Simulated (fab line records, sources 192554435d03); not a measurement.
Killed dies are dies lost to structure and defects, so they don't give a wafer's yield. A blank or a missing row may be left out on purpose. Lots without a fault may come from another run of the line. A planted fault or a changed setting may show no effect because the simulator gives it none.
Chamber matching | flow n5_finfet | N5_STI_FIN_REVEAL_CMP_04 on cmp-03: 4 sister chambers
The step polishes, stops on Si3N4, t overpolish 4 s, target thk 131.83 nm. 14 wafers are shown with their chamber, then 7 later ones without.

WAFERS WITH THEIR CHAMBER
wafer  | chamber | motor_current_A (A) | time_to_endpoint_s (s) | platen_rpm (rpm)
L074.1 | 3       | 10.4                | 102                    | 54.21
L074.4 | 1       | 7.2                 | 105                    | 54.11
L074.5 | 1       | 7.2                 | 104                    | 54.17
L076.2 | 0       | 8.2                 | 102                    | 54.13
L076.3 | 1       | 7.5                 | 105                    | 54.25
L076.4 | 2       | 8.1                 | 98                     | 54.19
L078.1 | 3       | 10.7                | 101                    | 54.11
L078.4 | 0       | 8.2                 | 104                    | 54.10
L078.6 | 2       | 8.2                 | 103                    | 54.16
L082.3 | 2       | 7.9                 | 104                    | 54.16
L082.4 | 0       | 7.9                 | 102                    | 54.20
L082.5 | 3       | 10.1                | 102                    | 54.25
L084.2 | 2       | 8.4                 | 105                    | 54.14
L084.3 | 0       | 8.2                 | 108                    | 54.11

SIGNATURES (means of the wafers above)
reading            | chamber 0 | chamber 1 | chamber 2 | chamber 3 | scatter within a chamber
motor_current_A    | 8.125     | 7.300     | 8.150     | 10.400    | 0.209
time_to_endpoint_s | 104.00    | 104.67    | 102.50    | 101.67    | 2.33
platen_rpm         | 54.1350   | 54.1767   | 54.1625   | 54.1900   | 0.0526
Rule: a wafer's distance from a chamber is the root of the sum, over the readings, of the square of ((its reading less the chamber's mean) divided by the reading's scatter). The wafer belongs to the nearest chamber; if the next one is less than 2 further off, it can't be placed. The scatter: the root of (the sum of the squares of (reading less its chamber's mean) over the shown wafers, divided by (wafers less chambers)).

WAFERS WITHOUT THEIR CHAMBER
wafer  | motor_current_A (A) | time_to_endpoint_s (s) | platen_rpm (rpm)
L084.6 | 8.3                 | 108                    | 54.19
L092.1 | 8.0                 | 104                    | 54.21
L092.2 | 7.9                 | 106                    | 54.13
L092.3 | 7.6                 | 112                    | 54.18
L096.2 | 8.1                 | 103                    | 54.14
L096.4 | 8.3                 | 102                    | 54.15
L096.6 | 7.0                 | 106                    | 54.23

WHICH CHAMBER EACH WENT THROUGH
wafer  | from the rows above          | in truth
L084.6 | can't be placed: 0 or 2      | 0
L092.1 | can't be placed: 2 or 0      | 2
L092.2 | can't be placed: 0 or 2 or 1 | 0
L092.3 | can't be placed: 1 or 0 or 2 | 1
L096.2 | can't be placed: 0 or 2      | 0
L096.4 | can't be placed: 2 or 0      | 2
L096.6 | 1                            | 1
Placed correctly: 1 of 7. Can't be placed from these rows: 6 (the true chamber is among the candidates in 6). Placed wrongly: 0.
